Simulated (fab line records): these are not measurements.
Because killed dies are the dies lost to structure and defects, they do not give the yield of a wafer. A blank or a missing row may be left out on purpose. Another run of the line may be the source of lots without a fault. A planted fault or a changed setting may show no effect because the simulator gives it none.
Code-filled problem report in 8D (eight disciplines) form	flow n5 finfet	the parts of the form that need people (team, actions taken, sign-off) are left out

1. THE PROBLEM
run length s at N5_BEOL_M1_COAT_76 reads a mean of 77.98 s on 3 wafers of 2 lots; wafers without a fault read 66.42 s with a standard deviation of 0.19. Relative to the usual mean, that is a shift of +61 standard deviations.
The step: time 60 s, resist thk 5 nm.
The first sign was on wafer L711.3 at day 6 21:50, on litho track-01. The record holds 27 wafers of 9 lots with a number at this step. The rule behind "out" and "out of limits": a value lying over 4 standard deviations away from the usual mean. All remaining wafers that have a number are taken as sound.

2. WHAT IT IS AND WHAT IT IS NOT
question	is	is not
which readings at this step	run length s	-
which lots	L711, L715	L708, L710, L712, L714, L722, L728, L730
which wafers of those lots	L711.3, L715.3, L715.5	L711.4, L711.6, L715.6
read on which tools	litho track-01	litho track-02, litho track-04
when	from day 6 21:50	up to then (8 sound wafers); but 16 sound wafers of L712, L714, L715, L722, L728, L730 came after

3. THE SUSPECTS, EACH WITH WHAT RULES IT OUT
Counting: any tool at a process step up to the reading remains a suspect provided it ran every lot that is out. Sound lots after the first of them don't rule it out here, since some wafers of a struck lot are sound.
- rie diel-06 at N5_BEOL_M1_ETCH_74 (etches underlayer in N2/H2, target depth 6.5 nm, time 5.2 s): kept. It ran every lot that is out, first L711 (day 6 21:24); its last sound lot up to then is L710 (day 6 16:47).
- rie diel-06 at N5_BEOL_M1_STRIP_19 (strips in O2): kept. It ran every lot that is out, first L711 (day 6 21:43); its last sound lot up to then is L710 (day 6 17:08).
- litho track-01 at N5_BEOL_M1_COAT_76 (time 60 s, resist thk 5 nm): kept. It ran every lot that is out, first L711 (day 6 21:50); its last sound lot up to then is L710 (day 6 17:14). Its own run length s readings are out on those wafers.
rie diel-06 at N5_BEOL_M1_ETCH_74, rie diel-06 at N5_BEOL_M1_STRIP_19 and litho track-01 at N5_BEOL_M1_COAT_76 are what is left after counting.

4. THE CAUSE (what the simulator had put in)
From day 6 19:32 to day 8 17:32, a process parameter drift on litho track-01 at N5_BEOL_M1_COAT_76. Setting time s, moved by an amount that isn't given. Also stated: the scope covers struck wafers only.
After counting, 3 suspects remain, this tool included.

5. SEQUENCE OF EFFECTS, ordered by route
One row per reading whose mean, taken over the struck wafers that have a number, lies over 3 standard deviations from the usual. Scope: only readings with a usual standard deviation given in the record; hours: median across lots of the time from each lot's start at the first step in this table that gives one to its start at this step; sigmas: change in usual standard deviations.
hours	step	reading	usual	on struck wafers	change	sigmas
0	N5_BEOL_M1_COAT_76	run length s	66.42 s	77.98	+11.56	+61
Here are the process steps it includes:
- N5_BEOL_M1_COAT_76: time 60 s, resist thk 5 nm.
Later measuring or inspecting steps at which every struck wafer that the step has a row for has a number for every such reading, and none has moved that far: N5_BEOL_M4_RC_MEAS_101.

6. WHAT WOULD HAVE CAUGHT IT SOONER
In this record no reading fell out of limits until day 6 21:50, 2 hours after the fault had begun at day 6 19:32.
